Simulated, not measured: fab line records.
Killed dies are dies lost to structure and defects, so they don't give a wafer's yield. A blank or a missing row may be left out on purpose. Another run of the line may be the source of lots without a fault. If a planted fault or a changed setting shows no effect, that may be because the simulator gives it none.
Comparing a struck lot with a sound one -- flow nand-harc -- 17 out of 1302 route steps
Sound: wafers L805.1, L805.4, L805.5. Struck: wafers L812.2, L812.3, L812.5. The cause is given at the end.
At each step with rows: each side's tool, then ch and its chambers, then its first start. Under that, the readings that differ: sound wafers -- struck wafers -- difference of the means -- sigmas: that difference in standard deviations of wafers without a fault.
alike: readings whose means differ by less than 2 such deviations, and words and numbers that are the same on both sides. not compared: withheld readings, readings that some wafer has no value for, bounds like >300 that may hide the same value, and numbers for which the record gives no deviation and whose values overlap.
A row with sigmas, a row that says differs or no value, or rows on one side alone: a step with any of these is where the two part. Non-overlapping numbers with no deviation appear without sigmas and do not part them. Lack of a reading on every wafer of one side parts them only where that side has two or more wafers.

first, 2 steps without rows for these wafers: NHARC_A_BONDPAD_HARDBAKE_10 (time 65 s); NHARC_A_BONDPAD_DESCUM_11 (chemistry O2, time 3 s).
NHARC_A_BONDPAD_ETCH_34: etches the open film in N2/H2, target depth 60 nm, overetch 18 nm, time 65.91 s.
  sound on rie-diel-09 ch 1,2,3, day 23 10:45; struck on rie-diel-09 ch 2,3, day 26 05:06
  alike: drypump-motor-current-A, mfc-ar-sccm, oes-product-au, rf-vpp-V, showerhead-plenum-p-Torr, throttle-valve-pct
  not compared: rf-hours-counter-h
NHARC_A_BONDPAD_ETCH_12: etches the open film in CHF3/O2, target depth 220 nm, time 110 s.
  sound: rie-diel-09 ch 1,2,3; struck: rie-diel-09 ch 0,1,3
  alike: drypump-motor-current-A, mfc-ar-sccm, o2-flow-sccm, oes-product-au, rf-vpp-V, showerhead-plenum-p-Torr, throttle-valve-pct
  not compared: rf-hours-counter-h
NHARC_A_BONDPAD_CD_MEAS_13:
  sound on cd-sem-02 at day 23 10:59; struck on cd-sem-02 at day 26 05:20
  alike: cd-nm
NHARC_A_BONDPAD_STRIP_15: strips in O2.
  sound on rie-diel-05 ch 2,3, day 23 11:03; struck on rie-diel-13 ch 0,1,2, day 26 05:25
  alike: drypump-motor-current-A, mfc-ar-sccm, o2-flow-sccm, oes-product-au, rf-vpp-V, showerhead-plenum-p-Torr, throttle-valve-pct
  not compared: rf-hours-counter-h
NHARC_A_BONDPAD_ETCH_24: etches the open film in CF4/N2, target depth 30 nm, time 72.99 s.
  sound: rie-diel-05 ch 2,3; struck: rie-diel-13 ch 1,2
reading,sound,struck,difference,sigmas
oes-product-au (a.u.),0.996 0.993 0.993,1.005 1.023 1.027,+0.024,+2
  alike: drypump-motor-current-A, mfc-ar-sccm, rf-vpp-V, showerhead-plenum-p-Torr, throttle-valve-pct
  not compared: rf-hours-counter-h
then, 5 steps without rows for these wafers: NHARC_A_BONDPAD_STRIP_16 (strips in post etch residue remover, time 600 s); NHARC_A_BONDPAD_DEGAS_25 (time 60 s); NHARC_A_BONDPAD_PRE_CLEAN_26 (time 30 s); NHARC_A_BONDPAD_PVD_17 (deposits TaN, target thk 5 nm, time 8.06 s); NHARC_A_BONDPAD_PVD_27 (deposits Cu, target thk 30 nm, time 20.49 s).
NHARC_A_BONDPAD_ECD_18: material Cu, target thk 400 nm.
  sound on ecd-cu-02 ch 0,1, day 23 11:58; struck on ecd-cu-01 ch 0,1, day 26 06:19
  no value came back on the struck wafers for bath-heat-duty-pct (%), bath-temp-c (C); on the sound wafers bath-heat-duty-pct (%) reads 7.0 7.9 6.7
NHARC_A_BONDPAD_ANNEAL_28: time 90 s.
  sound on rtp-anneal-02 ch 0, day 23 12:20; struck on rtp-anneal-02 ch 0, day 26 06:45
  alike: wafer_temp_C_max
then, 1 step without rows for these wafers: NHARC_A_BONDPAD_CMP_19 (polishes, t overpolish 30 s, cu recess touch 16 s, target thk 169.82 nm).
NHARC_A_BONDPAD_THK_MEAS_20: measures by xrf.
  sound on film-metro-01 at day 23 13:00; struck on film-metro-01 at day 26 07:33
reading,sound,struck,difference,sigmas
thk-nm (nm),171.0 168.4 169.2,32.1 31.3 30.1,-138.4,-86
  not compared: hold
NHARC_END_SORT_01:
  the record has rows for the sound wafers here (prober-01 ch 0, day 24 16:31) and none for the struck ones

WHERE THEY PART
Last at NHARC_END_SORT_01 as far as this record goes, first at NHARC_A_BONDPAD_ETCH_24.

WHY: whatever the simulator had introduced
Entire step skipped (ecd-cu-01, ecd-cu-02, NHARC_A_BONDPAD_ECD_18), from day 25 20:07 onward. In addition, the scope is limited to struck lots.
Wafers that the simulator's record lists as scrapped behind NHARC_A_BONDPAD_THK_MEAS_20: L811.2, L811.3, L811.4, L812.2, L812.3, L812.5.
